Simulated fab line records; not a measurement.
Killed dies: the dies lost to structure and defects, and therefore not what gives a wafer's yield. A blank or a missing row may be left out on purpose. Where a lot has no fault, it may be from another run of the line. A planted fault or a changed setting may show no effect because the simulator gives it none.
Split-lot study | flow n5Finfet | route with 1938 steps; 7 lots, 39 wafers read

== ABOUT THE SPLIT ==
At N5_MOL_CONTACT_COAG_CONTACT_ETCH_14 (etches SiO2 in C4F6/O2, target depth 27.5 nm, overetch 8.5 nm, time 20 s), the setting sourceW was moved away from the recipe's 370 W on 18 of the 39 wafers read, by -16.8% to +17.6%. All remaining wafers had this setting at the recipe value.

The split's own step is where the reading is taken.

== THE READING ==
rfVppV, in V, at N5_MOL_CONTACT_COAG_CONTACT_ETCH_14 (etches SiO2 in C4F6/O2, target depth 27.5 nm, overetch 8.5 nm, time 20 s). On this fab line, fault-free wafers typically give 693.1 V with a standard deviation of 2.4 V.

wafer  | tool, chamber at the split | sourceW as run, W | against the recipe | rfVppV, V | against lot-mates on the recipe
L076.1 | rieDiel-04, 3              | 370               | recipe             | 693.6     | -
L076.2 | rieDiel-04, 2              | 435               | +17.6%             | 665.3     | -28.2
L076.3 | rieDiel-04, 1              | 370               | recipe             | 694.6     | -
L076.4 | rieDiel-04, 0              | 370               | recipe             | 692.4     | -
L076.5 | rieDiel-04, 0              | 435               | +17.6%             | 651.9     | -41.6
L076.6 | rieDiel-04, 1              | 435               | +17.6%             | 655.6     | -37.9
L079.1 | rieDiel-04, 0              | 329.9             | -10.8%             | 710.0     | +16.1
L079.2 | rieDiel-04, 2              | 370               | recipe             | 693.2     | -
L079.3 | rieDiel-04, 3              | 329.9             | -10.8%             | 717.0     | +23.1
L079.4 | rieDiel-04, 1              | 370               | recipe             | 694.0     | -
L079.5 | rieDiel-04, 2              | 329.9             | -10.8%             | 723.0     | +29.1
L079.6 | rieDiel-04, 1              | 370               | recipe             | 694.5     | -
L080.1 | rieDiel-01, 0              | 343.3             | -7.2%              | 708.0     | +16.0
L080.2 | rieDiel-01, 1              | 370               | recipe             | 693.7     | -
L080.3 | rieDiel-01, 3              | 343.3             | -7.2%              | 714.7     | +22.7
L080.4 | rieDiel-01, 2              | 370               | recipe             | 688.3     | -
L080.5 | rieDiel-01, 0              | 343.3             | -7.2%              | 707.9     | +15.9
L080.6 | rieDiel-01, 1              | 370               | recipe             | 694.0     | -
L084.1 | rieDiel-01, 0              | 370               | recipe             | 689.0     | -
L084.2 | rieDiel-01, 1              | 370               | recipe             | 693.5     | -
L084.3 | rieDiel-01, 3              | 318.2             | -14.0%             | 730.5     | +40.0
L084.4 | rieDiel-01, 2              | 318.2             | -14.0%             | 727.2     | +36.7
L084.5 | rieDiel-01, 3              | 318.2             | -14.0%             | 731.7     | +41.2
L084.6 | rieDiel-01, 0              | 370               | recipe             | 689.1     | -
L085.1 | rieDiel-04, 0              | 370               | recipe             | 693.5     | -
L085.2 | rieDiel-04, 2              | 370               | recipe             | 693.1     | -
L085.3 | rieDiel-04, 3              | 328.8             | -11.1%             | 718.5     | +25.3
L085.4 | rieDiel-04, 1              | 370               | recipe             | 693.1     | -
L085.5 | rieDiel-04, 0              | 328.8             | -11.1%             | 709.2     | +16.0
L085.6 | rieDiel-04, 3              | 328.8             | -11.1%             | 717.5     | +24.3
L088.1 | rieDiel-01, 2              | 370               | recipe             | 689.3     | -
L088.2 | rieDiel-01, 0              | 307.9             | -16.8%             | 731.7     | +40.6
L088.3 | rieDiel-01, 1              | 307.9             | -16.8%             | 734.1     | +43.0
L088.4 | rieDiel-01, 3              | 370               | recipe             | 696.6     | -
L088.5 | rieDiel-01, 0              | 370               | recipe             | 687.4     | -
L088.6 | rieDiel-01, 1              | 307.9             | -16.8%             | 735.1     | +44.0
L091.1 | rieDiel-02, 3              | 370               | recipe             | 693.4     | -
L091.2 | rieDiel-02, 2              | 370               | recipe             | 695.0     | -
L091.4 | rieDiel-02, 0              | 370               | recipe             | 694.4     | -

FIT RESULTS
A straight line over all 39 wafers: rfVppV changes by -2.24 V for each +1% of sourceW; r = -0.98; the points scatter about the line by 4 V.
The same after taking each lot's own level away (the mean of its wafers on the recipe; 39 wafers): -2.3 V for each +1%; r = -0.98; scatter 4.2 V.
That fit puts the effect of the largest move of sourceW on the reading at 40 V.
The lots' own levels span 690.53 to 694.27 V, that is 1.6 times the standard deviation above.
Consequently the slope shifts little with the lot-to-lot level, the two slopes agreeing.
Check: -41.9 V against its lot-mates is what the line predicts for one of the wafers moved furthest among these (+17.6%) when that wafer is left out of the fit. Against them it came out at -28.2 V.
Tool readings at the split's step, against how far the setting was moved: rfVppV r = -0.98.

== OTHER SPLITS APPLIED TO THESE WAFERS ==
Note: prior to the reading, these wafers also went through further splits. Each is held against what the fit with the lots' levels taken away leaves over:
other split on the same wafers   | wafers away from the commonest value | r with rfVppV (lot level and that fit taken away)
N5_DUMMY_GATE_ETCH_37 sourceW    | 18                                   | +0.21
N5_HKMG_FIN_CVD_62 tempC         | 18                                   | -0.01
N5_HKMG_FIN_ETCH_32 targetDepthA | 9                                    | +0.01
N5_HKMG_FIN_ETCH_86 targetDepthA | 15                                   | +0.06

== THE FILE'S OWN FIT ==
rfVppV changes by -2.33 V for each +1% of sourceW, r = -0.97.
